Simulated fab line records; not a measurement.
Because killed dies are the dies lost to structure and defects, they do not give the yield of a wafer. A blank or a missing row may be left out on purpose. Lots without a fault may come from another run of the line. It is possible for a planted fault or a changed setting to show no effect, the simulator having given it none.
Problem report, 8D (eight disciplines) form, completed by code ; flow n5_finfet ; the parts of the form that need people (team, actions taken, sign-off) are left out

1. WHAT IS WRONG
plate_temp_C at N5_BEOL_M3_COAT_73 reads a mean of 209.21 C on 6 wafers of 2 lots; wafers without a fault read 205.00 C with a standard deviation of 0.18. That puts it +23 standard deviations away from the usual mean.
The step: time 60 s, resist thk 5 nm.
Earliest sighting: wafer L608.4 on litho_track-02 at day 9 04:14. Wafers with a number at this step in the record: 30, from 10 lots. By rule, "out" or "out of limits" means more than 4 standard deviations away from the usual mean. Any other wafer with a number is counted as sound.

2. WHAT IT IS, WHAT IT ISN'T
question;is;is not
which readings at this step;plate_temp_C, heater_power_total_W;-
which lots;L608, L611;L601, L602, L605, L617, L618, L619, L620, L623
which wafers of those lots;all that have a number;-
read on which tools;litho_track-02;litho_track-01, litho_track-05
when;from day 9 04:14;"up to then (9 sound wafers); but 15 sound wafers of L617, L618, L619, L620, L623 came after"

3. WHAT RULES OUT EACH SUSPECT
Counting: a tool at a process step up to the reading stays a suspect if it ran every lot that is out and no sound lot after the first of them.
- litho_track-02 at N5_BEOL_M3_COAT_73 (time 60 s, resist thk 5 nm): ruled out as a lasting fault. Following L608 (day 9 04:14), the first lot on it that is out, the sound lots L619, L620 were run on it.
Left after counting: nothing in the record.

4. THE CAUSE (what the simulator had put in)
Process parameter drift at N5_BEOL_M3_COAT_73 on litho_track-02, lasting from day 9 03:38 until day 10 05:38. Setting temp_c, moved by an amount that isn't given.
Counting ruled it out, wrongly.

5. THE EFFECT CHAIN, in route order
Each row: a reading where the mean over the struck wafers with a number is more than 3 standard deviations away from the usual. Readings are gone through only where the record gives a usual standard deviation; hours: the median, over the lots, of the time from a lot's start at the first step in this table giving one to that lot's start at this step; sigmas: the change measured in usual standard deviations.
hours;step;reading;usual;on struck wafers;change;sigmas
0;N5_BEOL_M3_COAT_73;heater_power_total_W;391.8 W;402.6;+10.8;+9.0
0;N5_BEOL_M3_COAT_73;plate_temp_C;205.00 C;209.21;+4.21;+23
The process steps in it:
- N5_BEOL_M3_COAT_73: time 60 s, resist thk 5 nm.
Later measuring or inspecting steps at which every struck wafer that the step has a row for has a number for every such reading, and none has moved that far: N5_BEOL_M4_RC_MEAS_101.

6. WHAT WOULD HAVE CAUGHT IT SOONER
In this record the first reading out of limits was taken at day 9 04:14, 1 hour after the fault began at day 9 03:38.
